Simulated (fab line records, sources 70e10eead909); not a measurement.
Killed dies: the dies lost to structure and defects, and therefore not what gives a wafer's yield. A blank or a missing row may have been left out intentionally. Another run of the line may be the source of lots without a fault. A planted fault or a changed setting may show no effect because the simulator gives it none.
Which tool was responsible? -- flow nand-harc -- 7 lots, 21 wafers sampled, at 3 steps of a route of 1302

== WHAT THE GAUGES READ, wafer by wafer ==
NHARC_P_BONDPAD_THK_MEAS_33: measures by ellipsometry.
lot,measured,on,thk-nm (nm)
L476,day 7 04:33,film-metro-02,200.8 204.1 200.4
L479,day 8 03:23,film-metro-02,200.8 200.4 200.9
L483,day 10 06:15,film-metro-02,199.7 199.4 199.1
L486,day 11 12:40,film-metro-02,200.8 196.6 202.8
L490,day 13 03:46,film-metro-02,197.5 200.6 198.2
L492,day 13 19:33,film-metro-01,202.5 201.6 201.7
L496,day 15 05:01,film-metro-01,199.6 200.7 201.7

== WHAT TOOL EACH LOT RAN ON (gives the tool, then ch and the chambers of the sampled wafers, and finally the start) ==
lot,NHARC_P_M2_PRE_CLEAN_30,NHARC_P_M2_PVD_20
L476,"pvd-sputter-02, day 7 04:33 or earlier","pvd-sputter-02, day 7 04:33 or earlier"
L479,"pvd-sputter-02, day 8 03:23 or earlier","pvd-sputter-02, day 8 03:23 or earlier"
L483,"pvd-sputter-02, day 10 06:15 or earlier","pvd-sputter-02, day 10 06:15 or earlier"
L486,"pvd-sputter-01, day 11 12:40 or earlier","pvd-sputter-01, day 11 12:40 or earlier"
L490,"pvd-sputter-01, day 13 03:46 or earlier","pvd-sputter-01, day 13 03:46 or earlier"
L492,"pvd-sputter-01, day 13 19:33 or earlier","pvd-sputter-01, day 13 19:33 or earlier"
L496,"pvd-sputter-03, day 15 05:01 or earlier","pvd-sputter-03, day 15 05:01 or earlier"
- NHARC_P_M2_PRE_CLEAN_30: time 30 s.
- NHARC_P_M2_PVD_20: deposits TaN, target thk 5 nm, time 8.06 s.

== THE ANSWER, worked out from the rows above alone ==
Rule: the lots themselves supply what counts as usual. The widest of any qualifying gaps counts: lots, ordered by their means at a reading, are off when they make up no more than a third of the lots, leave a main group of 4 or more, and stand apart from it by 3 or more times the standard deviation of that group's means. A main group whose means are all the same, to the digits that the tables above print for the reading, isn't used. Also off: a lot with no number at a reading for which 4 or more lots have one. The other lots that the step has rows for count as sound.
No lot is off on any of the readings shown, so nothing can be concluded from this.

== WHAT THE SIMULATOR HAD PUT IN ==
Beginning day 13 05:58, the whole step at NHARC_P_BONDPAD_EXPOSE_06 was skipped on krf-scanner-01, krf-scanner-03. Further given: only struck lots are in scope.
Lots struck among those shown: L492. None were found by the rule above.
